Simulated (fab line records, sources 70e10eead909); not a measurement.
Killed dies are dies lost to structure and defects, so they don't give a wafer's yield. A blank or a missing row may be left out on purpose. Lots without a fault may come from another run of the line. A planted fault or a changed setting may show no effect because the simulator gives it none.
fab line records | flow nand_harc
record lots=24 wafers=72 last_day=25
route steps=1159 shown P_M1@305 A_ONON_D1@447 A_CHANNEL_HOLE_D1@472
lots that met no fault: from a run of the same line without faults
start_h: hours from the record's first day to the start of the lot's first wafer shown | wait_h: hours since the lot's step before | " the same as in the row above | L1.1+2: a row that stands for several wafers | - no value, or no start given | * or withheld: withheld | < > ~ a bound
route shown NAME@n: a module of which the file shows steps, and the number in the route of the first | usual: mean/standard deviation of fault-free wafers | same: alike in all rows | chamber/n: place in a boat | sites: the reading at each site | _std_site: their standard deviation | _edge_site: outer sites' mean less inner sites' | radius_mm: how far each site lies from the wafer's centre | mask NAME#n: copy n | behind: the tool/chamber that last shaped the wafer | hold: why the lot was held/for how many hours/how that ended | device: the transistor (n, p or np) that didn't switch | end of line: the same wafers' tests at the end of the route | a step without rows: its recipe alone | killed: dies lost to structure and defects at the first sort, not the wafer's yield | map: a wafer's dies, x killed, . not, _ none there
set.NAME: the setting as run; set.NAME@STEP: as run at that earlier step | model.NAME: the simulator's own value behind a step, which no gauge read
steps of the route over a sample of lots; a table a step, a row a wafer
services: from which hour (start_h, from the record's first day; less than 0 if before it) a tool's chamber was out of use, for how many hours, and why
## steps
# step NHARC_P_M1_DEGAS_29
# recipe temp_c=250 time_s=60
# usual heater_power_w=349/38
# columns lot.wafer tool chamber start_h wait_h heater_power_w
L074.4 pvd_sputter-03 - 126.99 - 383
L074.3 " - " " 335
L074.5 " - " " 388
L076.3 pvd_sputter-01 - 132.84 - 303
L076.2 " - " " 324
L076.6 " - " " 349
L075.4 pvd_sputter-01 - 133.43 - 336
L075.2 " - " " 368
L075.5 " - " " 343
L077.1 pvd_sputter-01 - 137.82 - 379
L077.4 " - " " 323
L077.5 " - " " 319
L079.1 pvd_sputter-03 - 142.58 - 305
L079.4 " - " " 389
L079.5 " - " " 309
L078.1 pvd_sputter-01 - 145.94 - 312
L078.3 " - " " 329
L078.4 " - " " 344
L080.2 pvd_sputter-03 - 158.09 - 301
L080.6 " - " " 336
L080.5 " - " " 310
L081.4 pvd_sputter-03 - 166.91 - 383
L081.2 " - " " 300
L081.6 " - " " 392
L082.1 pvd_sputter-02 - 172.41 - 315
L082.2 " - " " 339
L082.6 " - " " 312
L083.4 pvd_sputter-02 - 175.85 - 337
L083.3 " - " " 297
L083.5 " - " " 319
L084.4 pvd_sputter-01 - 177.07 - 376
L084.3 " - " " 337
L084.1 " - " " 359
L087.4 pvd_sputter-01 - 195.77 - 391
L087.2 " - " " 340
L087.5 " - " " 385
L088.1 pvd_sputter-02 - 196.26 - 344
L088.3 " - " " 439
L088.6 " - " " 308
L086.3 pvd_sputter-02 - 198.36 - 344
L086.2 " - " " 445
L086.5 " - " " 335
L085.2 pvd_sputter-02 - 209.05 - 342
L085.3 " - " " 298
L085.1 " - " " 312
L089.3 pvd_sputter-03 - 216.50 - 344
L089.5 " - " " 376
L089.6 " - " " 392
L091.3 pvd_sputter-03 - 220.14 - 382
L091.4 " - " " 301
L091.5 " - " " 384
L090.4 pvd_sputter-03 - 221.02 - 381
L090.1 " - " " 300
L090.5 " - " " 382
L093.3 pvd_sputter-03 - 232.72 - 335
L093.1 " - " " 386
L093.5 " - " " 342
L092.3 pvd_sputter-01 - 237.96 - 337
L092.5 " - " " 368
L092.6 " - " " 310
L094.1 pvd_sputter-03 - 242.85 - 340
L094.3 " - " " 393
L094.6 " - " " 330
L097.2 pvd_sputter-01 - 255.91 - 340
L097.1 " - " " 365
L097.6 " - " " 301
L095.1 pvd_sputter-03 - 256.63 - 330
L095.3 " - " " 395
L095.5 " - " " 297
L096.2 pvd_sputter-01 - 262.75 - 305
L096.4 " - " " 391
L096.5 " - " " 395
# step NHARC_P_M1_PVD_21
# recipe target_thk_a=300 chamber_pressure_pa=5 power_w=5000 substrate_temp_c=30 time_s=20.49 material=Cu
# usual throttle_valve_pct=30.3/0.79
# columns lot.wafer tool chamber start_h wait_h throttle_valve_pct
L074.3 pvd_sputter-03 - - - 29.7
L074.4 " - " " 30.7
L074.5 " - " " 30.9
L076.2 pvd_sputter-01 - - - 29.7
L076.3 " - " " 31.1
L076.6 " - " " 29.5
L075.4 pvd_sputter-01 - - - 29.3
L075.2 " - " " 31.7
L075.5 " - " " 31.0
L077.1 pvd_sputter-01 - - - 29.2
L077.4 " - " " 29.1
L077.5 " - " " 32.0
L079.4 pvd_sputter-03 - - - 30.0
L079.1 " - " " 30.1
L079.5 " - " " 29.7
L078.3 pvd_sputter-01 - - - 32.1
L078.1 " - " " 29.4
L078.4 " - " " 29.7
L080.2 pvd_sputter-03 - - - 30.5
L080.6 " - " " 30.3
L080.5 " - " " 30.3
L081.4 pvd_sputter-03 - - - 30.6
L081.2 " - " " 29.8
L081.6 " - " " 30.3
L082.2 pvd_sputter-02 - - - 29.6
L082.1 " - " " 31.2
L082.6 " - " " 30.8
L083.4 pvd_sputter-02 - - - 30.6
L083.3 " - " " 30.0
L083.5 " - " " 30.6
L084.3 pvd_sputter-01 - - - 30.7
L084.4 " - " " 31.5
L084.1 " - " " 29.8
L087.2 pvd_sputter-01 - - - 31.5
L087.4 " - " " 29.5
L087.5 " - " " 32.3
L088.1 pvd_sputter-02 - - - 31.2
L088.3 " - " " 29.8
L088.6 " - " " 31.2
L086.3 pvd_sputter-02 - - - 30.9
L086.2 " - " " 28.7
L086.5 " - " " 30.8
L085.2 pvd_sputter-02 - - - 31.1
L085.1 " - " " 29.8
L085.3 " - " " 30.9
L089.3 pvd_sputter-03 - - - 30.7
L089.6 " - " " 29.8
L089.5 " - " " 30.5
L091.4 pvd_sputter-03 - - - 30.5
L091.3 " - " " 29.8
L091.5 " - " " 30.3
L090.1 pvd_sputter-03 - - - 29.9
L090.4 " - " " 30.4
L090.5 " - " " 29.8
L093.1 pvd_sputter-03 - - - 30.4
L093.3 " - " " 30.7
L093.5 " - " " 30.7
L092.3 pvd_sputter-01 - - - 29.8
L092.6 " - " " 29.8
L092.5 " - " " 31.0
L094.3 pvd_sputter-03 - - - 30.6
L094.1 " - " " 29.9
L094.6 " - " " 30.6
L097.2 pvd_sputter-01 - - - 29.8
L097.1 " - " " 29.8
L097.6 " - " " 31.7
L095.3 pvd_sputter-03 - - - 30.4
L095.1 " - " " 30.5
L095.5 " - " " 30.2
L096.4 pvd_sputter-01 - - - 31.1
L096.2 " - " " 31.9
L096.5 " - " " 31.1
# step NHARC_P_M1_PRE_CLEAN_32
# recipe time_s=12 temp_c=370 rf_power_w=300 gas=NH3
# usual heater_power_w=676/81
# columns lot.wafer tool chamber start_h wait_h heater_power_w
L074.3 pecvd-02 2 128.62 0.1 768
L074.4 " 1 " " 584
L074.5 " 0 " " 750
L076.3 pecvd-01 0 134.73 0.1 655
L076.2 " 1 " " 702
L076.6 " 1 " " 708
L075.2 pecvd-01 2 135.10 0.1 657
L075.5 " 1 " " 719
L075.4 " 2 " " 663
L077.1 pecvd-01 1 139.53 0.1 703
L077.4 " 0 " " 704
L077.5 " 2 " " 625
L079.1 pecvd-03 0 144.37 0.1 566
L079.5 " 2 " " 694
L079.4 " 1 " " 644
L078.3 pecvd-03 0 147.56 0.1 525
L078.1 " 1 " " 701
L078.4 " 2 " " 702
L080.2 pecvd-03 1 159.70 0.1 626
L080.5 " 1 " " 643
L080.6 " 2 " " 676
L081.2 pecvd-02 2 168.73 0.1 657
L081.6 " 0 " " 682
L081.4 " 1 " " 588
L082.1 pecvd-02 1 174.05 0.1 555
L082.2 " 2 " " 710
L082.6 " 1 " " 576
L083.3 pecvd-01 2 177.47 0.1 554
L083.4 " 2 " " 559
L083.5 " 1 " " 759
L084.3 pecvd-02 2 178.72 0.1 718
L084.1 " 0 " " 796
L084.4 " 1 " " 511
L087.2 pecvd-02 2 197.41 0.1 667
L087.5 " 0 " " 817
L087.4 " 2 " " 658
L088.1 pecvd-03 1 197.89 0.1 719
L088.3 " 2 " " 692
L088.6 " 2 " " 698
L086.2 pecvd-01 2 200.09 0.2 647
L086.3 " 0 " " 738
L086.5 " 0 " " 781
L085.3 pecvd-01 0 210.80 0.1 728
L085.2 " 1 " " 727
L085.1 " 2 " " 629
L089.3 pecvd-02 1 218.14 0.1 583
L089.5 " 2 " " 748
L089.6 " 0 " " 807
L091.3 pecvd-01 1 221.78 0.1 629
L091.4 " 0 " " 682
L091.5 " 1 " " 629
L090.1 pecvd-02 2 222.70 0.1 718
L090.5 " 2 " " 734
L090.4 " 0 " " 791
L093.1 pecvd-02 2 234.37 0.1 748
L093.3 " 1 " " 557
L093.5 " 0 " " 816
L092.3 pecvd-03 1 239.71 0.2 738
L092.6 " 0 " " 625
L092.5 " 1 " " 731
L094.3 pecvd-02 1 244.76 0.3 560
L094.1 " 2 " " 729
L094.6 " 1 " " 563
L097.2 pecvd-02 0 257.54 0.1 832
L097.1 " 1 " " 536
L097.6 " 1 " " 536
L095.3 pecvd-03 0 258.25 0.1 609
L095.1 " 2 " " 667
L095.5 " 1 " " 737
L096.2 pecvd-03 0 264.36 0.1 616
L096.4 " 0 " " 615
L096.5 " 1 " " 639
# step NHARC_P_M1_DEP_33
# recipe target_thk_a=300 temp_c=370 target_thk_nm=30 pressure_torr=3 flow_sccm=200 rf_w=450 material=SiCN
# usual heater_power_w=621/87
# columns lot.wafer tool chamber start_h wait_h heater_power_w
L074.3 pecvd-02 2 128.73 0.1 664
L074.4 " 1 " " 456
L074.5 " 0 " " 679
L076.3 pecvd-01 0 134.80 0.1 709
L076.2 " 1 " " 637
L076.6 " 1 " " 614
L075.2 pecvd-01 2 135.24 0.1 567
L075.5 " 1 " " 644
L075.4 " 2 " " 580
L077.1 pecvd-01 1 139.64 0.1 631
L077.4 " 0 " " 675
L077.5 " 2 " " 574
L079.1 pecvd-03 0 144.48 0.1 568
L079.5 " 2 " " 639
L079.4 " 1 " " 589
L078.3 pecvd-03 0 147.64 0.1 482
L078.1 " 1 " " 576
L078.4 " 2 " " 629
L080.2 pecvd-03 1 159.78 0.1 579
L080.5 " 1 " " 589
L080.6 " 2 " " 585
L081.2 pecvd-02 2 168.87 0.1 708
L081.6 " 0 " " 779
L081.4 " 1 " " 475
L082.1 pecvd-02 1 174.15 0.1 495
L082.2 " 2 " " 740
L082.6 " 1 " " 494
L083.3 pecvd-01 2 177.55 0.1 602
L083.4 " 2 " " 591
L083.5 " 1 " " 640
L084.3 pecvd-02 2 178.83 0.1 618
L084.1 " 0 " " 710
L084.4 " 1 " " 442
L087.2 pecvd-02 2 197.55 0.1 711
L087.5 " 0 " " 682
L087.4 " 2 " " 712
L088.1 pecvd-03 1 197.97 0.1 619
L088.3 " 2 " " 630
L088.6 " 2 " " 623
L086.2 pecvd-01 2 200.17 0.1 586
L086.3 " 0 " " 676
L086.5 " 0 " " 682
L085.3 pecvd-01 0 210.88 0.1 675
L085.2 " 1 " " 697
L085.1 " 2 " " 554
L089.3 pecvd-02 1 218.27 0.1 464
L089.5 " 2 " " 716
L089.6 " 0 " " 750
L091.3 pecvd-01 1 221.89 0.1 721
L091.4 " 0 " " 681
L091.5 " 1 " " 703
L090.1 pecvd-02 2 222.77 0.1 656
L090.5 " 2 " " 660
L090.4 " 0 " " 686
L093.1 pecvd-02 2 234.45 0.1 718
L093.3 " 1 " " 475
L093.5 " 0 " " 764
L092.3 pecvd-03 1 239.82 0.1 603
L092.6 " 0 " " 549
L092.5 " 1 " " 589
L094.3 pecvd-02 1 244.84 0.1 522
L094.1 " 2 " " 683
L094.6 " 1 " " 520
L097.2 pecvd-02 0 257.65 0.1 696
L097.1 " 1 " " 519
L097.6 " 1 " " 507
L095.3 pecvd-03 0 258.33 0.1 514
L095.1 " 2 " " 620
L095.5 " 1 " " 686
L096.2 pecvd-03 0 264.44 0.1 574
L096.4 " 0 " " 571
L096.5 " 1 " " 667
# step NHARC_A_ONON_D1_THK_MEAS_34
# recipe thk_meas_gauge=ellipsometry
# usual thk_nm=200.3/2.6
# columns lot.wafer tool chamber start_h wait_h thk_nm
L074.3 film_metro-01 - 175.48 - 201.0
L074.4 " - " " 199.2
L074.5 " - " " 203.8
L076.2 film_metro-01 - 183.10 - 197.8
L076.3 " - " " 196.1
L076.6 " - " " 200.1
L075.2 film_metro-01 - 183.10 - 200.9
L075.4 " - " " 202.6
L075.5 " - " " 203.6
L079.1 film_metro-01 - 189.26 - 197.0
L079.4 " - " " 199.2
L079.5 " - " " 202.2
L077.1 film_metro-02 - 189.33 - 199.9
L077.4 " - " " 199.7
L077.5 " - " " 200.7
L078.1 film_metro-02 - 196.16 - 194.4
L078.3 " - " " 197.6
L078.4 " - " " 198.7
L080.2 film_metro-01 - 204.81 - 199.8
L080.5 " - " " 200.7
L080.6 " - " " 198.3
L081.2 film_metro-01 - 215.16 - 198.9
L081.4 " - " " 205.4
L081.6 " - " " 202.0
L082.1 film_metro-01 - 226.10 - 199.0
L082.2 " - " " 197.9
L082.6 " - " " 201.5
L083.3 film_metro-02 - 226.11 - 197.9
L083.4 " - " " 200.9
L083.5 " - " " 204.4
L084.1 film_metro-02 - 226.30 - 200.1
L084.3 " - " " 199.5
L084.4 " - " " 202.6
L086.2 film_metro-01 - 245.74 - 199.0
L086.3 " - " " 200.6
L086.5 " - " " 199.4
L088.1 film_metro-02 - 245.78 - 198.8
L088.3 " - " " 198.9
L088.6 " - " " 200.2
L087.2 film_metro-02 - 246.01 - 201.8
L087.4 " - " " 204.2
L087.5 " - " " 200.9
L085.1 film_metro-02 - 258.12 - 199.9
L085.2 " - " " 198.6
L085.3 " - " " 200.5
L089.3 film_metro-01 - 263.01 - 198.1
L089.5 " - " " 201.0
L089.6 " - " " 200.7
L090.1 film_metro-01 - 267.98 - 195.0
L090.4 " - " " 200.0
L090.5 " - " " 199.0
L091.3 film_metro-02 - 268.12 - 198.8
L091.4 " - " " 201.8
L091.5 " - " " 200.7
L092.3 film_metro-02 - 282.92 - 199.6
L092.5 " - " " 202.8
L092.6 " - " " 203.7
L093.1 film_metro-01 - 283.02 - 204.1
L093.3 " - " " 200.6
L093.5 " - " " 200.6
L094.1 film_metro-02 - 290.51 - 199.2
L094.3 " - " " 201.4
L094.6 " - " " 206.3
L097.1 film_metro-02 - 306.13 - 203.7
L097.2 " - " " 197.3
L097.6 " - " " 201.5
L095.1 film_metro-02 - 306.27 - 197.1
L095.3 " - " " 197.5
L095.5 " - " " 200.6
L096.2 film_metro-01 - 316.48 - 199.6
L096.4 " - " " 199.5
L096.5 " - " " 200.5
# step NHARC_A_CHANNEL_HOLE_D1_ETCH_20
# recipe bias_v=3000 source_w=withheld pressure_mtorr=20 time_s=361.9 ar_flow_sccm=375 c4f8_flow_sccm=89.3 o2_flow_sccm=35.7 temp_c=-20 target_depth_a=16000 chemistry=C4F8/O2/Ar
# usual drypump_motor_current_A=5.8/0.51 showerhead_plenum_p_Torr=3.73/0.063 throttle_valve_pct=32.154/0.0087
# columns lot.wafer tool chamber start_h wait_h drypump_motor_current_A rf_hours_counter_h showerhead_plenum_p_Torr throttle_valve_pct
L074.4 har_etch-01 0 180.87 0.2 5.7 - 3.83 32.144
L074.3 " 1 " " 5.1 - 3.76 32.148
L074.5 " 0 " " 5.7 - 3.83 32.163
L076.2 har_etch-02 1 187.37 0.1 6.6 102 3.65 32.159
L076.3 " 1 " " 6.6 - 3.65 32.152
L076.6 " 0 " " 5.7 - 3.73 32.165
L075.2 har_etch-01 0 187.58 0.1 5.8 192 3.82 32.154
L075.4 " 0 " " 5.8 - 3.82 32.163
L075.5 " 1 " " 5.2 - 3.76 32.159
L079.1 har_etch-02 1 194.82 0.1 6.6 108 3.65 32.161
L079.4 " 1 " " 6.6 - 3.65 32.160
L079.5 " 1 " " 6.6 - 3.65 32.158
L077.1 har_etch-01 0 195.71 0.1 5.7 198 3.82 32.159
L077.4 " 0 " " 5.7 - 3.82 32.156
L077.5 " 0 " " 5.7 - 3.82 32.161
L078.1 har_etch-02 0 200.86 0.1 5.7 113 3.73 32.155
L078.3 " 1 " " 6.6 - 3.65 32.162
L078.4 " 0 " " 5.7 - 3.73 32.146
L080.2 har_etch-01 1 209.24 0.1 5.1 203 3.75 32.175
L080.6 " 0 " " 5.7 - 3.82 32.160
L080.5 " 1 " " 5.2 - 3.75 32.149
L081.2 har_etch-01 0 219.34 0.1 5.7 207 3.82 32.164
L081.4 " 1 " " 5.2 - 3.75 32.136
L081.6 " 1 " " 5.1 - 3.75 32.148
L082.1 har_etch-01 0 230.40 0.1 5.7 212 3.81 32.146
L082.2 " 1 " " 5.2 212 3.75 32.139
L082.6 " 1 " " 5.1 - 3.75 32.171
L084.1 har_etch-02 0 232.33 0.1 5.7 123 3.72 32.151
L084.4 " 1 " " 6.6 - 3.64 32.154
L084.3 " 0 " " 5.7 - 3.72 32.151
L083.3 har_etch-01 0 234.68 0.2 5.7 - 3.81 32.153
L083.4 " 1 " " 5.1 - 3.75 32.161
L083.5 " 1 " " 5.2 - 3.75 32.151
L086.2 har_etch-02 1 250.07 0.1 6.6 130 3.64 32.137
L086.3 " 0 " " 5.7 - 3.72 32.177
L086.5 " 1 " " 6.6 - 3.64 32.144
L088.1 har_etch-01 1 250.25 0.1 5.1 222 3.74 32.155
L088.3 " 1 " " 5.2 - 3.74 32.161
L088.6 " 0 " " 5.7 - 3.81 32.162
L087.2 har_etch-02 0 254.17 0.1 5.7 134 3.72 32.147
L087.4 " 0 " " 5.7 - 3.72 32.165
L087.5 " 0 " " 5.7 - 3.72 32.149
L085.2 har_etch-02 1 262.27 0.1 6.6 138 3.63 32.168
L085.1 " 0 " " 5.7 138 3.71 32.151
L085.3 " 1 " " 6.6 - 3.63 32.158
L089.3 har_etch-01 1 267.33 0.2 5.2 - 3.74 32.144
L089.5 " 0 " " 5.7 - 3.80 32.155
L089.6 " 1 " " 5.2 - 3.74 32.162
L090.1 har_etch-02 1 273.47 0.1 6.6 142 3.63 32.154
L090.4 " 0 " " 5.7 - 3.71 32.161
L090.5 " 0 " " 5.7 - 3.71 32.163
L091.3 har_etch-01 1 273.56 0.2 5.2 - 3.74 32.154
L091.4 " 0 " " 5.7 - 3.80 32.159
L091.5 " 0 " " 5.7 - 3.80 32.152
L092.3 har_etch-01 0 287.28 0.2 5.7 - 3.80 32.160
L092.6 " 0 " " 5.8 - 3.80 32.149
L092.5 " 1 " " 5.2 - 3.73 32.170
L093.1 har_etch-02 1 287.33 0.1 6.6 150 3.63 32.143
L093.3 " 0 " " 5.7 - 3.71 32.145
L093.5 " 1 " " 6.6 - 3.63 32.157
L094.1 har_etch-01 0 294.64 0.1 5.7 245 3.79 32.152
L094.3 " 0 " " 5.7 - 3.80 32.148
L094.6 " 0 " " 5.8 - 3.79 32.144
L097.1 har_etch-02 0 310.39 0.1 5.7 156 3.70 32.158
L097.2 " 1 " " 6.6 156 3.62 32.147
L097.6 " 1 " " 6.6 - 3.62 32.163
L095.1 har_etch-02 0 316.31 0.1 5.7 161 3.70 32.158
L095.3 " 0 " " 5.7 - 3.70 32.156
L095.5 " 1 " " 6.6 - 3.62 32.153
L096.2 har_etch-01 1 322.11 0.1 5.1 0 3.73 32.145
L096.4 " 0 " " 5.7 - 3.79 32.153
L096.5 " 1 " " 5.1 - 3.73 32.145
## services
# columns tool chamber start_h hours kind
pecvd-03 - 111.13 13.0 pm
pecvd-03 0 111.13 13.0 vent_cycle
pecvd-03 1 111.13 13.0 vent_cycle
pvd_sputter-01 - 111.61 9.5 repair
pecvd-01 - 115.33 5.5 repair
pecvd-02 - 153.00 13.0 pm
pecvd-02 0 153.00 13.0 vent_cycle
pecvd-02 1 153.00 13.0 vent_cycle
pecvd-02 2 153.00 13.0 vent_cycle
pecvd-02 0 166.00 - clean
pecvd-02 1 166.00 - clean
pecvd-02 2 166.00 - clean
pecvd-03 0 169.67 9.2 repair
pvd_sputter-02 - 214.02 10.0 pm
pvd_sputter-01 - 219.63 4.7 repair
pecvd-03 0 226.21 5.2 repair
pvd_sputter-01 - 229.52 4.9 repair
pecvd-01 - 237.00 13.0 pm
pvd_sputter-03 - 257.71 13.6 repair
pvd_sputter-03 - 280.00 10.0 pm
pecvd-03 - 292.31 13.0 pm
pvd_sputter-01 - 295.11 2.5 repair
har_etch-01 - 305.00 17.0 pm
pvd_sputter-01 - 305.73 1.2 repair
## key
fault none
